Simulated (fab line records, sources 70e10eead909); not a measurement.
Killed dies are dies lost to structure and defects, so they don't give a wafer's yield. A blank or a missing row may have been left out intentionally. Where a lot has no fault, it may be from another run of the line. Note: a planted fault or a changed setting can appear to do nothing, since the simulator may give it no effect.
Which tool is to blame? | flow nand harc | 24 lots, 72 wafers sampled, at 2 steps of a route of 1302

== WHAT EACH GAUGE READ, for each wafer ==
NHARC_A_CONTACT_INSPECT_44.
lot  | measured     | on                | raw defect count
L074 | day 21 15:44 | defect inspect-01 | 54 52 46
L075 | day 21 21:04 | defect inspect-01 | 20 16 23
L076 | day 21 21:31 | defect inspect-01 | 133 138 142
L079 | day 22 22:16 | defect inspect-01 | 125 88 105
L077 | day 22 22:52 | defect inspect-01 | 55 58 57
L078 | day 23 05:45 | defect inspect-01 | 62 73 69
L080 | day 23 05:47 | defect inspect-01 | 60 65 65
L081 | day 24 06:07 | defect inspect-01 | 105 104 105
L082 | day 24 06:50 | defect inspect-02 | 76 71 55
L083 | day 25 00:17 | defect inspect-01 | 27 31 26
L085 | day 25 15:07 | defect inspect-02 | 65 50 60
L084 | day 25 15:58 | defect inspect-01 | 91 83 98
L086 | day 26 08:52 | defect inspect-01 | 132 138 134
L087 | day 26 20:46 | defect inspect-02 | 24 19 34
L089 | day 27 08:14 | defect inspect-02 | 116 102 89
L088 | day 27 12:27 | defect inspect-02 | 59 77 82
L090 | day 28 07:52 | defect inspect-02 | 58 64 64
L091 | day 28 21:02 | defect inspect-02 | 73 80 85
L093 | day 28 22:40 | defect inspect-01 | 107 123 116
L092 | day 29 02:44 | defect inspect-02 | 101 113 111
L094 | day 29 16:36 | defect inspect-02 | 39 25 22
L095 | day 30 08:43 | defect inspect-01 | 72 81 77
L097 | day 31 01:46 | defect inspect-01 | 17 17 17
L096 | day 31 22:24 | defect inspect-01 | 105 87 91

== WHICH TOOL RAN EACH LOT (tool, then ch and the chambers of the sampled wafers, then the start) ==
lot  | NHARC_A_CONTACT_DEP_29
L074 | pecvd-03 ch 0,1,2, day 21 14:59
L075 | pecvd-03 ch 0,1,2, day 21 20:13
L076 | pecvd-04 ch 0,2, day 21 20:41
L079 | pecvd-04 ch 0,2, day 22 21:25
L077 | pecvd-04 ch 0,1,2, day 22 22:00
L078 | pecvd-04 ch 1,2, day 23 04:55
L080 | pecvd-01 ch 0,2, day 23 05:03
L081 | pecvd-01 ch 1,2, day 24 05:26
L082 | pecvd-04 ch 0,1,2, day 24 06:09
L083 | pecvd-03 ch 0,1, day 24 23:37
L085 | pecvd-04 ch 0,1,2, day 25 14:23
L084 | pecvd-04 ch 0,2, day 25 15:08
L086 | pecvd-01 ch 0,1,2, day 26 08:01
L087 | pecvd-03 ch 0,1,2, day 26 20:03
L089 | pecvd-03 ch 0,1,2, day 27 07:31
L088 | pecvd-01 ch 0,1,2, day 27 11:47
L090 | pecvd-01 ch 0,1, day 28 07:01
L091 | pecvd-03 ch 0,1,2, day 28 20:16
L093 | pecvd-01 ch 1,2, day 28 21:51
L092 | pecvd-03 ch 0,1,2, day 29 02:00
L094 | pecvd-04 ch 1,2, day 29 15:55
L095 | pecvd-01 ch 0,1,2, day 30 07:59
L097 | pecvd-03 ch 0,1,2, day 31 01:03
L096 | pecvd-01 ch 0,1,2, day 31 21:34
- NHARC_A_CONTACT_DEP_29: deposits SiON, target thk 100 nm.

== AS READ BY THE TOOLS THEMSELVES (means over the sampled wafers that have a number; for cases with no such wafer, the mark the record gives instead) ==
NHARC_A_CONTACT_DEP_29.
lot  | tool     | heater power w (W)
L074 | pecvd-03 | 829
L075 | pecvd-03 | 803
L076 | pecvd-04 | 924
L079 | pecvd-04 | 885
L077 | pecvd-04 | 714
L078 | pecvd-04 | 863
L080 | pecvd-01 | 723
L081 | pecvd-01 | 717
L082 | pecvd-04 | 845
L083 | pecvd-03 | 798
L085 | pecvd-04 | 760
L084 | pecvd-04 | 888
L086 | pecvd-01 | 714
L087 | pecvd-03 | 806
L089 | pecvd-03 | 833
L088 | pecvd-01 | 681
L090 | pecvd-01 | 729
L091 | pecvd-03 | 799
L093 | pecvd-01 | 717
L092 | pecvd-03 | 804
L094 | pecvd-04 | 911
L095 | pecvd-01 | 720
L097 | pecvd-03 | 850
L096 | pecvd-01 | 751

== THE ANSWER, worked out from the rows above alone ==
Rule: the usual values come from the lots themselves. The widest of any qualifying gaps counts: lots, ordered by their means at a reading, are off when they make up no more than a third of the lots, leave a main group of 4 or more, and stand apart from it by 3 or more times the standard deviation of that group's means. Not used: any main group whose means are identical at the precision the tables above print for the reading. A lot without any number at a reading at which 4 lots or more have one is off too. All remaining lots with rows at the step are treated as sound. First the gauges in route order, then the tools' own readings, where a lot's mean is used as printed above. The first step at which some lot is off is used, and at that step the reading that is off furthest; a lot without a number counts as furthest.
Nothing can be told from this: no lot is off at any reading shown.

== WHAT WAS PUT IN BY THE SIMULATOR ==
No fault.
